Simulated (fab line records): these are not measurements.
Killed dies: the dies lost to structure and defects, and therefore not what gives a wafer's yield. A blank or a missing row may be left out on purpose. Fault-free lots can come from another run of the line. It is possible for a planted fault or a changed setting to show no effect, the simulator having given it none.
Which tool is to blame? | flow nand harc | 6 lots with 18 wafers sampled at 2 steps, on a route of 1302 steps

## WHAT EACH GAUGE READ, for each wafer
NHARC_A_ONON_D2_THK_MEAS_30: measures by ellipsometry.
lot  | measured     | on            | thk nm (nm)
L651 | day 15 04:28 | film metro-01 | 1586 1586 1588
L658 | day 18 03:28 | film metro-01 | 1022 1022 1022
L660 | day 18 23:04 | film metro-02 | 987 987 987
L663 | day 19 21:04 | film metro-02 | 991 991 990
L665 | day 20 17:46 | film metro-02 | 995 994 996
L669 | day 22 09:09 | film metro-02 | 1014 1013 1013

## WHAT TOOL EACH LOT RAN ON (gives the tool, then ch and the chambers of the sampled wafers, and finally the start)
lot  | NHARC_A_ONON_D2_DEP_28
L651 | pecvd onon-03 ch 0, day 15 03:57
L658 | pecvd onon-01 ch 0, day 18 02:56
L660 | pecvd onon-03 ch 0, day 18 22:33
L663 | pecvd onon-02 ch 0, day 19 20:34
L665 | pecvd onon-01 ch 0, day 20 17:18
L669 | pecvd onon-01 ch 0, day 22 08:42
- NHARC_A_ONON_D2_DEP_28: target thk 1000 nm.

## THE ANSWER, worked out from the rows above alone
Rule: usual is defined by the lots themselves. Put in order of their means at a reading, lots are off if they are a third of the lots or fewer, leave a main group of 4 or more, and stand apart from it by a gap of 3 or more times the standard deviation of the main group's means; of several such gaps the widest counts. A main group is skipped when, at the precision printed for the reading in the tables above, its means are all equal. Also off: a lot with no number at a reading for which 4 or more lots have one. Where the step has rows for the other lots, those lots are counted as sound.
Off at NHARC_A_ONON_D2_THK_MEAS_30 (thk nm): L651. Main group: mean 1002 nm, sd 14.
If a tool, at a process step before that reading, ran all the lots that are off and no sound lot after the first of them, it fits. Gauges at NHARC_A_ONON_D2_THK_MEAS_30: tried the same way as those tools. No candidate that was tried fits.

## WHAT HAD BEEN PUT IN BY THE SIMULATOR
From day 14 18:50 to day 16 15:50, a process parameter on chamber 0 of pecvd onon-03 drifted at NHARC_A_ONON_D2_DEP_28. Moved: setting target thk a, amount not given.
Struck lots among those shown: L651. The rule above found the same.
